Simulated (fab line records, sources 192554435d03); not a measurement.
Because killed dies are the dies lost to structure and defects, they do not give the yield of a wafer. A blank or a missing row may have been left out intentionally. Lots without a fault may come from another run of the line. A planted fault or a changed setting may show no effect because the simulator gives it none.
Chamber matching :: flow n5 finfet :: N5_BEOL_M11_ETCH_61 on rie diel-06: 4 sister chambers
The step etches SiARC in CF4, target depth 39 nm, time 65 s. 4 wafers are shown with their chamber, then 10 later ones without.

== WAFERS PAIRED WITH THEIR CHAMBERS ==
wafer: L088.5
chamber: 2
drypump motor current A (A): 5.8

wafer: L088.6
chamber: 3
drypump motor current A (A): 5.9

wafer: L090.2
chamber: 1
drypump motor current A (A): 6.2

wafer: L090.4
chamber: 0
drypump motor current A (A): 5.5

== WAFERS WITHOUT THEIR CHAMBER ==
wafer: L090.6
drypump motor current A (A): 6.2

wafer: L091.1
drypump motor current A (A): 5.8

wafer: L091.2
drypump motor current A (A): 5.9

wafer: L091.4
drypump motor current A (A): 5.5

wafer: L096.1
drypump motor current A (A): 5.9

wafer: L096.3
drypump motor current A (A): 5.5

wafer: L096.4
drypump motor current A (A): 6.2

wafer: L097.2
drypump motor current A (A): 5.5

wafer: L097.4
drypump motor current A (A): 5.8

wafer: L097.6
drypump motor current A (A): 5.4

== CHAMBER TAKEN BY EACH ==
wafer: L090.6
from the rows above: 1
in truth: 1

wafer: L091.1
from the rows above: 2
in truth: 2

wafer: L091.2
from the rows above: 3
in truth: 3

wafer: L091.4
from the rows above: 0
in truth: 0

wafer: L096.1
from the rows above: 3
in truth: 3

wafer: L096.3
from the rows above: 0
in truth: 0

wafer: L096.4
from the rows above: 1
in truth: 1

wafer: L097.2
from the rows above: 0
in truth: 0

wafer: L097.4
from the rows above: 2
in truth: 2

wafer: L097.6
from the rows above: 0
in truth: 0
10 of 10 placed correctly. From these rows, 0 cannot be placed. 0 placed wrongly.
How it was worked out, from the rows above alone: a wafer's distance from a chamber is the root of the sum, over the readings, of the square of ((its reading less the chamber's mean) divided by the reading's scatter). If the next closest chamber is less than 2 further off than the closest, the wafer can't be placed; otherwise it belongs to the closest. For every chamber, the mean is computed from those of its wafers that are shown. The scatter: root of mean squared gap, hidden wafer to nearest shown wafer, with one shown wafer a chamber.
